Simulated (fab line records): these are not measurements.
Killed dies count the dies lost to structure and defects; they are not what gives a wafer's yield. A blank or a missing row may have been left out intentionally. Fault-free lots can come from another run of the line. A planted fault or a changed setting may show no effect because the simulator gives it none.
Split-lot trial || flow n5-finfet || 21 wafers read across 7 lots, on a route 1938 steps long

SPLIT DETAILS
At N5_BEOL_M3_ETCH_64 (etches SOC in N2/H2, target depth 75 nm, overetch 15 nm, time 112.5 s), the setting time-s was moved away from the recipe's 112.5 s on 8 of the 21 wafers read, by -16.1% to +17.9%. This setting was run at the recipe's value on the other wafers.

The split's own step is where the reading is taken.

THE READING
SiARC_of_BEOL_M3_COAT_62.thk-nm (the simulator's own value, which no gauge read), in nm, at N5_BEOL_M3_ETCH_64 (etches SOC in N2/H2, target depth 75 nm, overetch 15 nm, time 112.5 s). No usual value for it is given in the file. Here, 13 wafers ran the recipe; their average is 6.7 nm with a standard deviation of 0.24 nm.

{"wafer": "L078.2", "tool, chamber at the split": "rie-diel-02, 0", "time-s as run, s": 112.5, "against the recipe": "recipe", "SiARC_of_BEOL_M3_COAT_62.thk-nm, nm": 7, "against lot-mates on the recipe": "-"}
{"wafer": "L078.4", "tool, chamber at the split": "rie-diel-02, 3", "time-s as run, s": 120.5, "against the recipe": "+7.1%", "SiARC_of_BEOL_M3_COAT_62.thk-nm, nm": 6.4, "against lot-mates on the recipe": -0.6}
{"wafer": "L078.5", "tool, chamber at the split": "rie-diel-02, 0", "time-s as run, s": 120.5, "against the recipe": "+7.1%", "SiARC_of_BEOL_M3_COAT_62.thk-nm, nm": 6.6, "against lot-mates on the recipe": -0.4}
{"wafer": "L080.2", "tool, chamber at the split": "rie-diel-02, 2", "time-s as run, s": 112.5, "against the recipe": "recipe", "SiARC_of_BEOL_M3_COAT_62.thk-nm, nm": 6.8, "against lot-mates on the recipe": "-"}
{"wafer": "L080.3", "tool, chamber at the split": "rie-diel-02, 3", "time-s as run, s": 97.03, "against the recipe": "-13.8%", "SiARC_of_BEOL_M3_COAT_62.thk-nm, nm": 7.6, "against lot-mates on the recipe": "+0.8"}
{"wafer": "L080.4", "tool, chamber at the split": "rie-diel-02, 1", "time-s as run, s": 97.03, "against the recipe": "-13.8%", "SiARC_of_BEOL_M3_COAT_62.thk-nm, nm": 7.4, "against lot-mates on the recipe": "+0.6"}
{"wafer": "L083.1", "tool, chamber at the split": "rie-diel-02, 0", "time-s as run, s": 94.34, "against the recipe": "-16.1%", "SiARC_of_BEOL_M3_COAT_62.thk-nm, nm": 7.8, "against lot-mates on the recipe": "+1.1"}
{"wafer": "L083.3", "tool, chamber at the split": "rie-diel-02, 1", "time-s as run, s": 112.5, "against the recipe": "recipe", "SiARC_of_BEOL_M3_COAT_62.thk-nm, nm": 6.8, "against lot-mates on the recipe": "-"}
{"wafer": "L083.6", "tool, chamber at the split": "rie-diel-02, 1", "time-s as run, s": 112.5, "against the recipe": "recipe", "SiARC_of_BEOL_M3_COAT_62.thk-nm, nm": 6.6, "against lot-mates on the recipe": "-"}
{"wafer": "L086.1", "tool, chamber at the split": "rie-diel-02, 2,1", "time-s as run, s": 112.5, "against the recipe": "recipe", "SiARC_of_BEOL_M3_COAT_62.thk-nm, nm": 6.6, "against lot-mates on the recipe": "-"}
{"wafer": "L086.5", "tool, chamber at the split": "rie-diel-02, 2,1", "time-s as run, s": 112.5, "against the recipe": "recipe", "SiARC_of_BEOL_M3_COAT_62.thk-nm, nm": 6.6, "against lot-mates on the recipe": "-"}
{"wafer": "L086.6", "tool, chamber at the split": "rie-diel-02, 3", "time-s as run, s": 112.5, "against the recipe": "recipe", "SiARC_of_BEOL_M3_COAT_62.thk-nm, nm": 6.8, "against lot-mates on the recipe": "-"}
{"wafer": "L089.1", "tool, chamber at the split": "rie-diel-06, 0,2", "time-s as run, s": 132.6, "against the recipe": "+17.9%", "SiARC_of_BEOL_M3_COAT_62.thk-nm, nm": 6, "against lot-mates on the recipe": -1.0}
{"wafer": "L089.6", "tool, chamber at the split": "rie-diel-06, 0,2", "time-s as run, s": 132.6, "against the recipe": "+17.9%", "SiARC_of_BEOL_M3_COAT_62.thk-nm, nm": 6, "against lot-mates on the recipe": -1.0}
{"wafer": "L089.3", "tool, chamber at the split": "rie-diel-06, 1", "time-s as run, s": 112.5, "against the recipe": "recipe", "SiARC_of_BEOL_M3_COAT_62.thk-nm, nm": 7, "against lot-mates on the recipe": "-"}
{"wafer": "L092.2", "tool, chamber at the split": "rie-diel-03, 2", "time-s as run, s": 112.5, "against the recipe": "recipe", "SiARC_of_BEOL_M3_COAT_62.thk-nm, nm": 6.6, "against lot-mates on the recipe": "-"}
{"wafer": "L092.3", "tool, chamber at the split": "rie-diel-03, 0", "time-s as run, s": 112.5, "against the recipe": "recipe", "SiARC_of_BEOL_M3_COAT_62.thk-nm, nm": 6, "against lot-mates on the recipe": "-"}
{"wafer": "L092.6", "tool, chamber at the split": "rie-diel-03, 3", "time-s as run, s": 112.5, "against the recipe": "recipe", "SiARC_of_BEOL_M3_COAT_62.thk-nm, nm": 6.8, "against lot-mates on the recipe": "-"}
{"wafer": "L094.2", "tool, chamber at the split": "rie-diel-02, 0", "time-s as run, s": 112.5, "against the recipe": "recipe", "SiARC_of_BEOL_M3_COAT_62.thk-nm, nm": 6.8, "against lot-mates on the recipe": "-"}
{"wafer": "L094.4", "tool, chamber at the split": "rie-diel-02, 2", "time-s as run, s": 112.5, "against the recipe": "recipe", "SiARC_of_BEOL_M3_COAT_62.thk-nm, nm": 6.6, "against lot-mates on the recipe": "-"}
{"wafer": "L094.6", "tool, chamber at the split": "rie-diel-02, 1", "time-s as run, s": 128, "against the recipe": "+13.8%", "SiARC_of_BEOL_M3_COAT_62.thk-nm, nm": 6, "against lot-mates on the recipe": -0.7}
When a row names more than one chamber, that row covers several wafers, and the file does not tell which wafer ran in which chamber.

THE FIT
A straight line over all 21 wafers: SiARC_of_BEOL_M3_COAT_62.thk-nm changes by -0.0499 nm for each +1% of time-s; r = -0.89; the points scatter about the line by 0.23 nm.
The same after taking each lot's own level away (the mean of its wafers on the recipe; 21 wafers): -0.057 nm for each +1%; r = -0.95; scatter 0.17 nm.
The reading moves by 1 nm for the largest change in time-s, on that fit.
Measured against the standard deviation above, the lots' own levels, which go from 6.47 to 7.00 nm, span 2.2 times it.
In other words, the slope is changed by the lot-to-lot level; the two fits disagree.
Check: -1.03 nm against its lot-mates is what the line predicts for one of the wafers moved furthest among these (+17.9%) when that wafer is left out of the fit. Against them it came out at -1 nm.

OTHER SPLITS APPLIED TO THESE WAFERS
Note: prior to the reading, these wafers also went through further splits. Each is held against what the fit with the lots' levels taken away leaves over:
{"other split on the same wafers": "N5_BEOL_M1_EXPOSE_25 dose-mj", "wafers away from the commonest value": 9, "r with SiARC_of_BEOL_M3_COAT_62.thk-nm (lot level and that fit taken away)": -0.08}
{"other split on the same wafers": "N5_BEOL_M2_PECVD_72 time-s", "wafers away from the commonest value": 7, "r with SiARC_of_BEOL_M3_COAT_62.thk-nm (lot level and that fit taken away)": "+0.15"}
{"other split on the same wafers": "N5_BEOL_M2_COAT_62 spin-rpm", "wafers away from the commonest value": 8, "r with SiARC_of_BEOL_M3_COAT_62.thk-nm (lot level and that fit taken away)": "+0.12"}
{"other split on the same wafers": "N5_BEOL_M2_COAT_22 spin-rpm", "wafers away from the commonest value": 7, "r with SiARC_of_BEOL_M3_COAT_62.thk-nm (lot level and that fit taken away)": "+0.10"}

FILE'S OWN FIT
SiARC_of_BEOL_M3_COAT_62.thk-nm changes by -0.0579 nm for each +1% of time-s, r = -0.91.
